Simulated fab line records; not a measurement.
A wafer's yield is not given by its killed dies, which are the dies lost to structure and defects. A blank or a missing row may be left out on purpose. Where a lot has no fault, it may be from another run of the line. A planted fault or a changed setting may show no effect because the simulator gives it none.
Split-lot study | flow n5Finfet | route with 1938 steps; 7 lots, 21 wafers read

## THE SPLIT
At N5_FIN_CUT_EXPOSE_05 (exposes mask FIN CUT), the setting doseMj was moved away from the recipe's 45.75 on 6 of the 21 wafers read, by +3.0% to +7.1%. For the rest of the wafers, this setting stayed at what the recipe calls for.

## FROM THE SPLIT TO THE READING: what the file shows between them, 2 steps
- N5_FIN_CUT_PEB_06: peb time 60 s
- N5_FIN_CUT_DEVELOP_07: develop time 30 s

## THE READING
cdNm, in nm, at N5_FIN_CUT_CD_MEAS_08 (target cd 29.1 nm). Fault-free wafers of this fab line usually give 29.08 nm, standard deviation 0.23 nm.

wafer  | tool, chamber at the split | doseMj as run | against the recipe | cdNm, nm | against lot-mates on the recipe
L075.1 | euvScanner-01, 0           | 45.75         | recipe             | 29.33    | -
L075.3 | euvScanner-01, 0           | 45.75         | recipe             | 28.88    | -
L075.4 | euvScanner-01, 0           | 45.75         | recipe             | 28.98    | -
L076.1 | euvScanner-01, 0           | 45.75         | recipe             | 28.66    | -
L076.2 | euvScanner-01, 0           | 45.75         | recipe             | 29.35    | -
L076.6 | euvScanner-01, 0           | 45.75         | recipe             | 29.08    | -
L077.2 | euvScanner-01, 0           | 45.75         | recipe             | 29.23    | -
L077.5 | euvScanner-01, 0           | 45.75         | recipe             | 29.38    | -
L077.6 | euvScanner-01, 0           | 45.75         | recipe             | 29.21    | -
L080.4 | euvScanner-02, 0           | 45.75         | recipe             | 29.25    | -
L080.5 | euvScanner-02, 0           | 47.12         | +3.0%              | 29.52    | +0.27
L080.6 | euvScanner-02, 0           | 47.12         | +3.0%              | 29.67    | +0.42
L087.1 | euvScanner-02, 0           | 48.98         | +7.1%              | 30.79    | +1.75
L087.2 | euvScanner-02, 0           | 48.98         | +7.1%              | 30.47    | +1.43
L087.4 | euvScanner-02, 0           | 45.75         | recipe             | 29.04    | -
L089.2 | euvScanner-02, 0           | 47.68         | +4.2%              | 29.72    | +0.72
L089.3 | euvScanner-02, 0           | 47.68         | +4.2%              | 29.94    | +0.94
L089.5 | euvScanner-02, 0           | 45.75         | recipe             | 29.00    | -
L090.1 | euvScanner-02, 0           | 45.75         | recipe             | 28.91    | -
L090.2 | euvScanner-02, 0           | 45.75         | recipe             | 29.28    | -
L090.4 | euvScanner-02, 0           | 45.75         | recipe             | 29.17    | -

FIT RESULTS
A straight line over all 21 wafers: cdNm changes by +0.2 nm for each +1% of doseMj; r = +0.93; the points scatter about the line by 0.2 nm.
The same after taking each lot's own level away (the mean of its wafers on the recipe; 21 wafers): +0.21 nm for each +1%; r = +0.94; scatter 0.19 nm.
That fit puts the effect of the largest move of doseMj on the reading at 1.5 nm.
Measured against the standard deviation above, the lots' own levels, which go from 29.000 to 29.273 nm, span 1.2 times it.
The two slopes are in agreement: the lot-to-lot level therefore moves the slope only a little.
Check: +1.32 nm against its lot-mates is what the line predicts for one of the wafers moved furthest among these (+7.1%) when that wafer is left out of the fit. It came out at +1.75 nm against them.

## ADDITIONAL SPLITS CARRIED BY THESE WAFERS
These wafers also went through other splits before the reading. Each is held against what the fit with the lots' levels taken away leaves over:
other split on the same wafers        | wafers away from the commonest value | r with cdNm (lot level and that fit taken away)
N5_ZERO_LAYER_PECVD_02 timeS          | 7                                    | -0.05
N5_ZERO_LAYER_COAT_05 spinRpm         | 9                                    | +0.03
N5_ZERO_LAYER_EXPOSE_08 doseMj        | 2                                    | -0.01
N5_WELL_APT_COAT_02 spinRpm           | 5                                    | +0.15
N5_PMOS_HMC_CHANNEL_EPI_ETCH_32 biasW | 4                                    | -0.12

## THE WHOLE CHAIN: every reading that the file lists as answering this split, in the file's order
step                  | what it does                                                | reading                                                             | change (the file's fit)               | r (the file's)
N5_FIN_CUT_CD_MEAS_08 | target cd 29.1 nm                                           | cdNm                                                                | +0.205 nm for each +1% of the setting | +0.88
N5_FIN_CUT_ETCH_30    | etches underlayer in N2/H2, target depth 13 nm, time 10.4 s | FIN_CUT.cdOffsetNm (the simulator's own value, which no gauge read) | +0.167 nm for each +1% of the setting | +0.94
N5_FIN_CUT_ETCH_20    | etches SiARC in CF4, target depth 26 nm, time 43.3 s        | FIN_CUT.cdOffsetNm (the simulator's own value, which no gauge read) | +0.163 nm for each +1% of the setting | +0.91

## FILE'S OWN FIT
cdNm changes by +0.205 nm for each +1% of doseMj, r = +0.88.
